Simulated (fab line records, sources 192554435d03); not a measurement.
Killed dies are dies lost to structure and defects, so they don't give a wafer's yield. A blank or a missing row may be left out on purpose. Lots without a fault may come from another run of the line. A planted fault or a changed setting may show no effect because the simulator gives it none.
fab line records | flow n5_finfet | part 1 of 2: steps 1 to 25 of 31
record lots=5 wafers=15 last_day=16
route steps=1938 shown HKMG_FIN@410
lots that met no fault: from a run of the same line without faults
start_h: hours from the record's first day to the start of the lot's first wafer shown | wait_h: hours since the lot's step before | " the same as in the row above | L1.1+2: a row that stands for several wafers | - no value, or no start given | * or withheld: withheld | < > ~ a bound
route shown NAME@n: a module of which the file shows steps, and the number in the route of the first | usual: mean/standard deviation of fault-free wafers | same: alike in all rows | chamber/n: place in a boat | sites: the reading at each site | _std_site: their standard deviation | _edge_site: outer sites' mean less inner sites' | radius_mm: how far each site lies from the wafer's centre | mask NAME#n: copy n | behind: the tool/chamber that last shaped the wafer | hold: why the lot was held/for how many hours/how that ended | device: the transistor (n, p or np) that didn't switch | end of line: the same wafers' tests at the end of the route | a step without rows: its recipe alone | killed: dies lost to structure and defects at the first sort, not the wafer's yield | map: a wafer's dies, x killed, . not, _ none there
set.NAME: the setting as run; set.NAME@STEP: as run at that earlier step | model.NAME: the simulator's own value behind a step, which no gauge read
lots at some steps of the route; a table a step, a row a wafer
services: from which hour (start_h, from the record's first day; less than 0 if before it) a tool's chamber was out of use, for how many hours, and why
## steps
# step N5_HKMG_FIN_WET_ETCH_77
# recipe chemistry=dHCl mix=1:10000 temp_c=25 target=La2O3 stop_on=HfO2 target_depth_nm=2
# columns lot.wafer tool chamber start_h wait_h
L074.1+2+3 wet_bench-06 4,1,5 71.17 0.3
L081.2+3+6 wet_bench-05 2,7,4 116.02 0.3
L083.1+3+4 wet_bench-04 7,6,0 124.33 0.3
L084.2+4+5 wet_bench-04 1,2,4 136.83 0.3
L085.1+3+6 wet_bench-05 6,1,7 140.05 0.3
# step N5_HKMG_FIN_WET_ETCH_78
# recipe chemistry=dNH4OH mix=1:50 temp_c=25 target=Al2O3 stop_on=La2O3 target_depth_nm=4.5 dry=ipa_marangoni rinse_time_s=30 rinse_temp_c=23
# columns lot.wafer tool chamber start_h wait_h
L074.1+2+3 wet_bench-06 4,1,5 71.20 0.0
L081.2+3+6 wet_bench-05 2,7,4 116.05 0.0
L083.1+3+4 wet_bench-04 7,6,0 124.36 0.0
L084.2+4+5 wet_bench-04 1,2,4 136.86 0.0
L085.1+3+6 wet_bench-05 6,1,7 140.08 0.0
# step N5_HKMG_FIN_ALD_79
# recipe material=TiN target_thk_a=15 temp_c=400 ald_precursor_family=TiCl4 ald_co_reactant=NH3 pulse_time_s=1 purge_time_s=3 co_reactant_purge_time_s=2 co_reactant_pulse_time_s=2 ald_cycles=68 pressure_torr=3
# usual chamber_pressure_Torr=3.000/0.0075 heater_power_w=903/57 precursor_pulse_height_rel=1.002/0.02
# same ald_cycles=68
# columns lot.wafer tool chamber start_h wait_h chamber_pressure_Torr heater_power_w precursor_pulse_height_rel
L074.1 ald_metal-03 2 71.27 0.0 2.993 853 1.009
L074.2 " 1 " " 2.990 857 0.999
L074.3 " 0 " " 3.001 956 0.971
L081.2 ald_metal-03 0 116.12 0.0 2.999 948 0.986
L081.3 " 1 " " 2.991 858 1.040
L081.6 " 3 " " 2.992 995 0.981
L083.1 ald_metal-01 2 124.43 0.0 2.998 838 0.957
L083.3 " 0 " " 2.997 970 1.006
L083.4 " 3 " " 3.007 862 1.035
L084.2 ald_metal-04 2 136.93 0.0 3.002 920 0.994
L084.4 " 0 " " 2.997 820 1.011
L084.5 " 1 " " 3.016 849 0.999
L085.1 ald_metal-04 2 140.15 0.0 2.997 921 1.009
L085.3 " 0 " " 3.009 832 0.986
L085.6 " 1 " " 2.992 833 1.001
# step N5_HKMG_FIN_CVD_62
# recipe material=a-Si target_thk_a=30 temp_c=500 precursor=Si2H6 pressure_torr=1 time_s=20.8
# usual chamber_pressure_Torr=0.9998/0.0021 heater_power_w=1439/130
# columns lot.wafer tool chamber start_h wait_h chamber_pressure_Torr heater_power_w
L074.1 thermal_cvd_si-02 0 71.64 0.2 0.9945 1693
L074.2 " 1 " " 0.9948 1405
L074.3 " 2 " " 1.0022 1411
L081.2 thermal_cvd_si-01 2 116.48 0.2 1.0010 1267
L081.3 " 0 " " 0.9961 1437
L081.6 " 1 " " 0.9988 1331
L083.1 thermal_cvd_si-01 1 124.79 0.2 0.9958 1367
L083.3 " 0 " " 0.9995 1465
L083.4 " 0 " " 1.0002 1418
L084.2 thermal_cvd_si-02 0 137.29 0.2 0.9994 1683
L084.4 " 2 " " 0.9976 1454
L084.5 " 0 " " 1.0008 1665
L085.1 thermal_cvd_si-01 0 140.52 0.2 1.0032 1418
L085.3 " 1 " " 1.0014 1353
L085.6 " 0 " " 1.0017 1424
# step N5_HKMG_FIN_RTA_80
# recipe temp_c=withheld time_s=2 ambient=N2 idle_temp_c=600 ramp_up_c_per_s=150 ramp_down_c_per_s=60 cool_to_c=600
# columns lot.wafer tool chamber start_h wait_h
L074.1+2+3 rtp_anneal-01 0 71.77 0.1
L081.2+3+6 rtp_anneal-01 0 116.68 0.2
L083.1+3+4 rtp_anneal-02 0 124.99 0.1
L084.2+4+5 rtp_anneal-02 0 137.45 0.1
L085.1+3+6 rtp_anneal-01 0 140.65 0.1
# step N5_HKMG_FIN_PRECLEAN_64
# recipe chemistry=dHF time_s=30 temp_c=25 dilution=withheld
# columns lot.wafer tool chamber start_h wait_h
L074.1+2+3 wet_bench-05 3,1,2 71.92 0.1
L081.2+3+6 wet_bench-06 5,4,3 116.80 0.1
L083.1+3+4 wet_bench-04 2,7,4 125.13 0.1
L084.2+4+5 wet_bench-06 5,2,1 137.57 0.1
L085.1+3+6 wet_bench-05 6,5,2 140.80 0.1
# step N5_HKMG_FIN_WET_ETCH_65
# recipe chemistry=TMAH temp_c=70 conc_wt_pct=5 target=a-Si stop_on=TiN time_s=49 target_depth_nm=3
# columns lot.wafer tool chamber start_h wait_h
L074.1+2+3 wet_bench-05 3,1,2 71.93 0.0
L081.2+3+6 wet_bench-06 5,4,3 116.82 0.0
L083.1+3+4 wet_bench-04 2,7,4 125.15 0.0
L084.2+4+5 wet_bench-06 5,2,1 137.58 0.0
L085.1+3+6 wet_bench-05 6,5,2 140.81 0.0
# step N5_HKMG_FIN_WET_ETCH_81
# recipe chemistry=SC1 target=TiN stop_on=HfO2 mix=1:1:5 temp_c=60 time_s=57 target_depth_nm=6
# usual h2o2_flow_mL_min=214.3/0.61
# columns lot.wafer tool chamber start_h wait_h h2o2_flow_mL_min
L074.1 wet_bench-05 3 71.94 0.0 214.4
L074.2 " 1 " " 214.9
L074.3 " 2 " " 213.4
L081.2 wet_bench-06 5 116.83 0.0 212.5
L081.3 " 4 " " 214.7
L081.6 " 3 " " 214.2
L083.1 wet_bench-04 2 125.16 0.0 213.5
L083.3 " 7 " " 215.1
L083.4 " 4 " " 214.4
L084.2 wet_bench-06 5 137.60 0.0 215.0
L084.4 " 2 " " 214.3
L084.5 " 1 " " 213.1
L085.1 wet_bench-05 6 140.82 0.0 214.7
L085.3 " 5 " " 214.0
L085.6 " 2 " " 214.9
# step N5_HKMG_FIN_WET_ETCH_82
# recipe chemistry=dHCl mix=1:10000 temp_c=25 target=La2O3 stop_on=HfO2 target_depth_nm=2 dry=ipa_marangoni rinse_time_s=30 rinse_temp_c=23
# columns lot.wafer tool chamber start_h wait_h
L074.1+2+3 wet_bench-05 3,1,2 71.97 0.0
L081.2+3+6 wet_bench-06 5,4,3 116.86 0.0
L083.1+3+4 wet_bench-04 2,7,4 125.19 0.0
L084.2+4+5 wet_bench-06 5,2,1 137.63 0.0
L085.1+3+6 wet_bench-05 6,5,2 140.85 0.0
# step N5_HKMG_FIN_ALD_36
# recipe material=TiN target_thk_a=10 temp_c=400 ald_precursor_family=TiCl4 ald_co_reactant=NH3 pulse_time_s=1 purge_time_s=3 co_reactant_purge_time_s=2 co_reactant_pulse_time_s=2 ald_cycles=47 pressure_torr=3
# usual chamber_pressure_Torr=3.000/0.0063 heater_power_w=906/64 precursor_pulse_height_rel=1.000/0.021
# same ald_cycles=47
# columns lot.wafer tool chamber start_h wait_h chamber_pressure_Torr heater_power_w precursor_pulse_height_rel
L074.1 ald_metal-04 2 72.03 0.0 2.994 960 1.004
L074.2 " 1 " " 2.993 840 1.032
L074.3 " 0 " " 3.007 836 0.954
L081.2 ald_metal-04 3 116.92 0.0 3.005 927 1.003
L081.3 " 1 " " 3.014 850 1.026
L081.6 " 0 " " 2.992 865 0.953
L083.1 ald_metal-04 0 125.27 0.1 2.996 818 1.036
L083.3 " 1 " " 2.987 848 1.016
L083.4 " 3 " " 3.011 933 1.012
L084.2 ald_metal-01 3 137.69 0.0 2.999 894 1.007
L084.4 " 2 " " 2.997 828 0.997
L084.5 " 2 " " 3.003 854 0.999
L085.1 ald_metal-04 1 140.91 0.0 2.998 853 0.979
L085.3 " 2 " " 2.987 933 0.988
L085.6 " 3 " " 3.006 954 1.010
# step N5_HKMG_FIN_THK_MEAS_70
# recipe thk_meas_gauge=xrf reads=HfO2_of_HKMG_FIN_HK_ALD_01
# usual HK_THK=1.600/0.018
# columns lot.wafer tool chamber start_h wait_h HK_THK[nm]
L074.1 film_metro-02 - 72.31 0.2 1.629
L074.2 " - " " 1.639
L074.3 " - " " 1.600
L081.2 film_metro-02 - 117.20 0.2 1.584
L081.3 " - " " 1.593
L081.6 " - " " 1.606
L083.1 film_metro-02 - 125.55 0.2 1.604
L083.3 " - " " 1.603
L083.4 " - " " 1.570
L084.2 film_metro-02 - 137.97 0.2 1.624
L084.4 " - " " 1.637
L084.5 " - " " 1.561
L085.1 film_metro-01 - 141.19 0.2 1.601
L085.3 " - " " 1.609
L085.6 " - " " 1.612
# step N5_HKMG_FIN_PWFM_ALD_03
# recipe material=TiN target_thk_a=20 temp_c=400 ald_precursor_family=TiCl4 ald_co_reactant=NH3 pulse_time_s=1 purge_time_s=3 co_reactant_purge_time_s=2 co_reactant_pulse_time_s=2 ald_cycles=91 pressure_torr=3
# usual chamber_pressure_Torr=3.000/0.0063 heater_power_w=903/59 precursor_pulse_height_rel=0.999/0.018
# same ald_cycles=91
# columns lot.wafer tool chamber start_h wait_h chamber_pressure_Torr heater_power_w precursor_pulse_height_rel
L074.1 ald_metal-03 1 72.39 0.1 3.001 857 1.005
L074.2 " 2 " " 2.997 888 0.993
L074.3 " 0 " " 2.990 976 1.011
L081.2 ald_metal-04 0 117.24 0.0 3.003 839 1.012
L081.3 " 1 " " 3.006 877 1.005
L081.6 " 0 " " 2.992 830 0.978
L083.1 ald_metal-04 0 125.78 0.2 2.999 810 1.006
L083.3 " 3 " " 3.004 932 1.020
L083.4 " 1 " " 3.000 837 1.024
L084.2 ald_metal-04 1 138.01 0.0 2.995 851 1.009
L084.4 " 3 " " 3.002 926 0.978
L084.5 " 3 " " 2.999 942 0.985
L085.1 ald_metal-01 0 141.23 0.0 2.993 958 0.981
L085.3 " 3 " " 2.986 829 0.982
L085.6 " 1 " " 3.006 1031 0.965
# step N5_HKMG_FIN_COAT_29
# recipe resist=SOC temp_c=250 time_s=60 spin_rpm=1500 resist_thk_nm=300
# usual plate_temp_C=250.01/0.18
# columns lot.wafer tool chamber start_h wait_h plate_temp_C
L074.1 litho_track-02 0 72.86 0.2 249.97
L074.2 " 0 " " 249.88
L074.3 " 0 " " 249.85
L081.2 litho_track-02 0 117.71 0.2 249.99
L081.3 " 0 " " 249.95
L081.6 " 0 " " 249.92
L083.1 litho_track-02 0 126.25 0.2 249.73
L083.3 " 0 " " 250.00
L083.4 " 0 " " 249.76
L084.2 litho_track-02 0 138.48 0.2 249.68
L084.4 " 0 " " 249.79
L084.5 " 0 " " 249.70
L085.1 litho_track-02 0 141.70 0.2 250.04
L085.3 " 0 " " 249.86
L085.6 " 0 " " 250.00
# step N5_HKMG_FIN_COAT_30
# recipe resist=SiARC temp_c=220 time_s=60 spin_rpm=1500 resist_thk_nm=35
# usual plate_temp_C=219.98/0.16
# columns lot.wafer tool chamber start_h wait_h plate_temp_C
L074.1 litho_track-02 0 - - 219.94
L074.2 " 0 " " 219.88
L074.3 " 0 " " 220.18
L081.2 litho_track-02 0 - - 219.98
L081.3 " 0 " " 219.99
L081.6 " 0 " " 220.03
L083.1 litho_track-02 0 - - 219.87
L083.3 " 0 " " 220.10
L083.4 " 0 " " 219.77
L084.2 litho_track-02 0 - - 219.87
L084.4 " 0 " " 219.97
L084.5 " 0 " " 220.10
L085.1 litho_track-02 0 - - 219.91
L085.3 " 0 " " 220.03
L085.6 " 0 " " 219.92
# step N5_HKMG_FIN_COAT_06
# recipe resist=CAR-ArF spin_rpm=1500 resist_thk_nm=90
# columns lot.wafer tool chamber start_h wait_h
L074.1+2+3 litho_track-02 0 - -
L081.2+3+6 litho_track-02 0 - -
L083.1+3+4 litho_track-02 0 - -
L084.2+4+5 litho_track-02 0 - -
L085.1+3+6 litho_track-02 0 - -
# step N5_HKMG_FIN_EBR_08
# recipe solvent=PGMEA ebr_width_mm=1.5
# columns lot.wafer tool chamber start_h wait_h
L074.1+2+3 litho_track-02 0 - -
L081.2+3+6 litho_track-02 0 - -
L083.1+3+4 litho_track-02 0 - -
L084.2+4+5 litho_track-02 0 - -
L085.1+3+6 litho_track-02 0 - -
# step N5_HKMG_FIN_SOFTBAKE_07
# recipe temp_c=110 time_s=60 resist=CAR-ArF
# usual plate_temp_C=110.01/0.12
# columns lot.wafer tool chamber start_h wait_h plate_temp_C
L074.1 litho_track-02 0 - - 110.12
L074.2 " 0 " " 110.15
L074.3 " 0 " " 110.07
L081.2 litho_track-02 0 - - 109.91
L081.3 " 0 " " 109.85
L081.6 " 0 " " 109.88
L083.1 litho_track-02 0 - - 110.03
L083.3 " 0 " " 109.92
L083.4 " 0 " " 110.26
L084.2 litho_track-02 0 - - 109.96
L084.4 " 0 " " 109.85
L084.5 " 0 " " 109.95
L085.1 litho_track-02 0 - - 109.97
L085.3 " 0 " " 110.10
L085.6 " 0 " " 110.02
# step N5_HKMG_FIN_EXPOSE_09
# recipe mask_id=NWFM na=1.35 source_shape=conventional sigma_outer=0.8 polarization=unpolarized dose_mj=39.25
# same na=1.35 sigma_outer=0.8
# columns lot.wafer tool chamber start_h wait_h mask
L074.1+2+3 arfi_scanner-01 0 72.98 - NWFM#0
L081.2+3+6 arfi_scanner-02 0 117.96 - NWFM#0
L083.1+3+4 arfi_scanner-02 0 126.37 - NWFM#0
L084.2+4+5 arfi_scanner-03 0 138.73 - NWFM#0
L085.1+3+6 arfi_scanner-01 0 141.94 - NWFM#0
# step N5_HKMG_FIN_PEB_10
# recipe peb_temp_c=withheld peb_time_s=60 resist=CAR-ArF
# columns lot.wafer tool chamber start_h wait_h
L074.1+2+3 litho_track-05 0 73.04 0.1
L081.2+3+6 litho_track-02 0 118.01 0.0
L083.1+3+4 litho_track-05 0 126.43 0.1
L084.2+4+5 litho_track-01 0 138.78 0.0
L085.1+3+6 litho_track-01 0 142.00 0.1
# step N5_HKMG_FIN_DEVELOP_11
# recipe develop_time_s=30 developer=TMAH resist=CAR-ArF dev_temp_c=23 rinse_liquid=diw dry=air_spin
# columns lot.wafer tool chamber start_h wait_h
L074.1+2+3 litho_track-05 0 - -
L081.2+3+6 litho_track-02 0 - -
L083.1+3+4 litho_track-05 0 - -
L084.2+4+5 litho_track-01 0 - -
L085.1+3+6 litho_track-01 0 - -
# step N5_HKMG_FIN_CD_MEAS_12
# recipe target_cd_nm=92.8 landing_energy_ev=500 detector=se_inlens
# usual cd_nm=92.5/0.82
# columns lot.wafer tool chamber start_h wait_h cd_nm
L074.1 cd_sem-01 0 73.11 - 90.3
L074.2 " 0 " " 91.3
L074.3 " 0 " " 92.7
L081.2 cd_sem-01 0 118.08 - 91.5
L081.3 " 0 " " 91.9
L081.6 " 0 " " 92.8
L083.1 cd_sem-02 0 126.49 - 91.0
L083.3 " 0 " " 94.5
L083.4 " 0 " " 92.8
L084.2 cd_sem-02 0 138.85 - 91.8
L084.4 " 0 " " 91.3
L084.5 " 0 " " 92.4
L085.1 cd_sem-02 0 142.07 - 91.8
L085.3 " 0 " " 93.0
L085.6 " 0 " " 91.8
# step N5_HKMG_FIN_OVL_MEAS_13
# recipe points_per_wafer=44
# usual NWFM_OVL=0.4/0.81
# columns lot.wafer tool chamber start_h wait_h NWFM_OVL[nm]
L074.1 overlay-02 0 73.14 0.0 1.1
L074.2 " 0 " " 0.3
L074.3 " 0 " " -0.7
L081.2 overlay-02 0 118.11 0.0 1.6
L081.3 " 0 " " 0.3
L081.6 " 0 " " 1.5
L083.1 overlay-01 0 126.52 0.0 -0.2
L083.3 " 0 " " 0.1
L083.4 " 0 " " 1.1
L084.2 overlay-02 0 138.87 0.0 1.6
L084.4 " 0 " " 0.6
L084.5 " 0 " " 1.3
L085.1 overlay-02 0 142.10 0.0 2.4
L085.3 " 0 " " 2.0
L085.6 " 0 " " 1.0
# step N5_HKMG_FIN_INSPECT_14
# recipe mode=adi inspect_instrument=macro
# usual raw_defect_count=2.2/1.5
# columns lot.wafer tool chamber start_h wait_h raw_defect_count
L074.1 defect_inspect-02 - 73.16 0.0 2
L074.2 " - " " 1
L074.3 " - " " 2
L081.2 defect_inspect-01 - 118.13 0.0 4
L081.3 " - " " 2
L081.6 " - " " 2
L083.1 defect_inspect-01 - 126.55 0.0 3
L083.3 " - " " 3
L083.4 " - " " 5
L084.2 defect_inspect-02 - 138.90 0.0 2
L084.4 " - " " 1
L084.5 " - " " 0
L085.1 defect_inspect-02 - 142.12 0.0 2
L085.3 " - " " 1
L085.6 " - " " 3
# step N5_HKMG_FIN_DESCUM_17
# recipe chemistry=O2 time_s=7.9 source_power_w=50 bias_power_w=20 pressure_mtorr=20 rf_frequency_hz=2.712e+07 temp_c=40 resist=CAR-ArF o2_flow_sccm=225
# usual drypump_motor_current_A=5.7/0.39 oes_product_au=0.79/0.094 rf_vpp_V=243.6/1.2 showerhead_plenum_p_Torr=2.12/0.06 throttle_valve_pct=20.51/0.23
# columns lot.wafer tool chamber start_h wait_h drypump_motor_current_A oes_product_au rf_hours_counter_h rf_vpp_V showerhead_plenum_p_Torr throttle_valve_pct
L074.1 rie_diel-03 0 73.19 0.0 5.5 0.76 141 242.6 2.10 20.66
L074.2 " 3 " " 5.9 0.72 225 244.3 2.15 20.73
L074.3 " 2 " " 5.2 0.71 233 243.7 2.13 20.48
L081.2 rie_diel-05 0 118.16 0.0 5.7 0.72 183 243.0 2.16 20.37
L081.3 " 2 " " 6.6 0.91 27 241.7 2.07 20.64
L081.6 " 3 " " 5.4 0.74 - 245.5 2.19 20.73
L083.1 rie_diel-03 3 126.58 0.0 5.9 0.70 242 244.5 2.15 20.75
L083.3 " 0 " " 5.5 0.74 159 242.9 2.10 20.67
L083.4 " 2 " " 5.2 0.69 250 244.6 2.13 20.52
L084.2 rie_diel-03 1 139.21 0.3 5.4 0.71 227 245.3 2.16 20.65
L084.4 " 3 " " 5.9 0.69 - 245.3 2.14 20.76
L084.5 " 0 " " 5.5 0.74 - 243.1 2.10 20.69
L085.1 rie_diel-03 2 142.81 0.7 5.2 0.98 1 243.4 2.13 19.95
L085.3 " 3 " " 5.9 0.69 250 242.9 2.14 20.76
L085.6 " 3 " " 5.9 0.69 - 245.3 2.14 20.75
# step N5_HKMG_FIN_ETCH_31
# recipe chemistry=CF4 target=SiARC target_depth_a=455 mask_material=CAR-ArF time_s=75.8 ion_energy_ev=80 pressure_mtorr=40 source_w=545 bias_w=36 Ar_flow_sccm=100 cf4_flow_sccm=100 ends=cleared
# usual drypump_motor_current_A=5.7/0.4 etch_rf_on_time_s=76/3.3 oes_product_au=0.68/0.086 rf_vpp_V=184.3/1.1 showerhead_plenum_p_Torr=2.17/0.055 throttle_valve_pct=15.66/0.24
# columns lot.wafer tool chamber start_h wait_h drypump_motor_current_A etch_rf_on_time_s oes_product_au rf_hours_counter_h rf_vpp_V showerhead_plenum_p_Torr throttle_valve_pct
L074.1 rie_diel-03 0 73.23 0.0 5.4 76 0.63 141 183.0 2.14 15.69
L074.2 " 3 " " 5.9 77 0.58 225 184.6 2.20 15.99
L074.3 " 2 " " 5.2 73 0.60 233 186.5 2.20 15.81
L081.2 rie_diel-05 0 118.20 0.0 5.7 74 0.64 183 184.3 2.20 15.55
L081.3 " 2 " " 6.6 76 0.77 27 183.5 2.10 15.63
L081.6 " 3 " " 5.4 81 0.61 - 186.0 2.24 15.92
L083.1 rie_diel-03 3 126.62 0.0 5.9 78 0.58 242 185.1 2.20 16.04
L083.3 " 0 " " 5.5 77 0.61 159 183.7 2.13 15.73
L083.4 " 2 " " 5.2 73 0.60 250 184.3 2.20 15.85
L084.2 rie_diel-03 1 139.24 0.0 5.4 81 0.59 227 183.7 2.21 15.94
L084.4 " 3 " " 5.9 77 0.58 - 184.8 2.19 16.04
L084.5 " 0 " " 5.5 76 0.61 - 184.2 2.13 15.74
L085.1 rie_diel-03 2 142.84 0.0 5.2 71 0.85 1 184.2 2.20 15.30
L085.3 " 3 " " 5.9 76 0.58 250 184.8 2.19 16.05
L085.6 " 3 " " 5.9 77 0.57 - 185.4 2.19 16.04
